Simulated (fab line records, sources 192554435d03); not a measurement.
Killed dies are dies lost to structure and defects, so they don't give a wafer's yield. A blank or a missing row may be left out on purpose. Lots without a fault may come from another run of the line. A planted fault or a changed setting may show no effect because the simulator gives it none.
Chamber matching | flow n5_finfet | N5_BEOL_M11_ETCH_61 on rie_diel-06: 4 sister chambers
The step etches SiARC in CF4, target depth 39 nm, time 65 s. 4 wafers are shown with their chamber, then 10 later ones without.

WAFERS WITH THEIR CHAMBER
wafer  | chamber | drypump_motor_current_A (A)
L079.6 | 0       | 5.6
L086.1 | 1       | 5.5
L086.4 | 3       | 6.1
L088.5 | 2       | 4.8

WAFERS WITHOUT THEIR CHAMBER
wafer  | drypump_motor_current_A (A)
L088.6 | 5.5
L087.1 | 5.6
L087.4 | 5.5
L087.5 | 4.8
L090.1 | 5.5
L090.2 | 6.2
L090.6 | 4.8
L096.2 | 5.6
L096.3 | 4.8
L096.5 | 5.6

WHICH CHAMBER EACH WENT THROUGH
wafer  | from the rows above | in truth
L088.6 | 1                   | 1
L087.1 | 0                   | 0
L087.4 | 1                   | 1
L087.5 | 2                   | 2
L090.1 | 1                   | 1
L090.2 | 3                   | 3
L090.6 | 2                   | 2
L096.2 | 0                   | 0
L096.3 | 2                   | 2
L096.5 | 0                   | 0
Placed correctly: 10 of 10. Can't be placed from these rows: 0. Placed wrongly: 0.
How it was worked out, from the rows above alone: a wafer's distance from a chamber is the root of the sum, over the readings, of the square of ((its reading less the chamber's mean) divided by the reading's scatter). The wafer belongs to the nearest chamber; if the next one is less than 2 further off, it can't be placed. A chamber's mean is the mean of its shown wafers. The scatter: with one shown wafer a chamber, the root of the mean of the squares of how far each hidden wafer lies from its nearest shown one.
